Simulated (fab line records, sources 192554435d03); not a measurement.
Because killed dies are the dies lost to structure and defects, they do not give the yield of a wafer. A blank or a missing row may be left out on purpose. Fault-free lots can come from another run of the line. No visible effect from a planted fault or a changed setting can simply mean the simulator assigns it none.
A lot that was struck, set against a sound lot | flow n5Finfet | 15 out of 1938 route steps
Sound: the wafers L896.2, L896.3, L896.5. Wafers L891.1, L891.4, L891.6 were the ones struck. The cause is given at the end.
At each step with rows: each side's tool, then ch and its chambers, then its first start. Under that, the readings that differ: sound wafers | struck wafers | difference of the means | sigmas: that difference in standard deviations of wafers without a fault.
alike: readings with means less than 2 such deviations apart, plus words and numbers identical on both sides. not compared: withheld readings, readings lacking a value on some wafer, bounds such as >300 that could conceal the same value, and numbers that have no deviation in the record and whose values overlap.
Wherever a step has rows on one side only, a row that says differs or no value, or a row with sigmas, the two part there. Numbers that don't overlap but have no deviation are shown without sigmas and don't part them. A reading that every wafer of one side lacks parts them only if that side has two wafers or more.

first, 8 steps without rows for these wafers: N5_WELL_APT_HMDS_01 (time 60 s); N5_WELL_APT_COAT_02 (resist thk 950 nm); N5_WELL_APT_EBR_04; N5_WELL_APT_SOFTBAKE_03 (time 60 s); N5_WELL_APT_EXPOSE_05 (exposes mask NWELL, defocus 0 nm, target cd 200 nm); N5_WELL_APT_PEB_06 (peb time 90 s); N5_WELL_APT_DEVELOP_07 (develop time 45 s); N5_WELL_APT_HARDBAKE_12 (time 120 s).
N5_WELL_APT_CD_MEAS_08: the cd target is 200 nm.
  sound on cdSem-03 ch 0, day 6 14:01; struck on cdSem-03 ch 0, day 5 07:34
  alike: cdNm
N5_WELL_APT_OVL_MEAS_09:
  sound on overlay-02 ch 0, day 6 14:03; struck on overlay-02 ch 0, day 5 07:36
  alike: NWELL_OVL
N5_WELL_APT_INSPECT_10: inspects for defects (macro).
  sound on defectInspect-01, day 6 14:04; struck on defectInspect-02, day 5 07:38
  alike: rawDefectCount
N5_WELL_APT_DESCUM_13: chemistry O2, time 7.9 s.
  sound on rieDiel-04 ch 0,1,2, day 6 14:22; struck on rieDiel-04 ch 0,1, day 5 07:40
  alike: drypumpMotorCurrentA, o2FlowSccm, oesProductAu, rfVppV, showerheadPlenumPTorr, throttleValvePct
  not compared: rfHoursCounterH
N5_WELL_APT_IMPLANT_14:
  sound on implanter-01 ch 0, day 6 14:29; struck on implanter-02 ch 0, day 5 07:46
reading          | sound                            | struck                           | difference  | sigmas
doseIonsCm2      | 1.4984e+13 1.4972e+13 1.5021e+13 | 1.3434e+13 1.3415e+13 1.3395e+13 | -1.5777e+12 | -99 or more
faradayCurrentUA | 190 186 190                      | 172 171 170                      | -18         | -5
next, for these wafers, 1 step has no rows: N5_WELL_APT_IMPLANT_15.
-- a jump in the record: the struck wafers' starts before and after are 11 days apart (it breaks off in module WELL_APT and resumes in module PASSIVATION, where the first step shown is number 1936 of the route) --
N5_PASSIVATION_PROBE_49:
  sound on prober-01, day 17 15:38; struck on prober-02, day 15 20:58
reading         | sound   | struck   | difference | sigmas
killed_at_M4_up | 4 12 18 | 28 27 24 | +15        | +3
  alike: killed_at_M0_to_M3, killedAtContacts, killedAtFrontEnd, killedAtOther, killedDies, killedOpen, killedShort

## WHERE THEY PART
At N5_WELL_APT_IMPLANT_14 first; at N5_PASSIVATION_PROBE_49 last (within this record only).

WHY: what had been put in by the simulator
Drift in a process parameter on implanter-02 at N5_WELL_APT_IMPLANT_14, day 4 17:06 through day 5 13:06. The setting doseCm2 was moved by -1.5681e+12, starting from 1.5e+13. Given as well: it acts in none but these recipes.
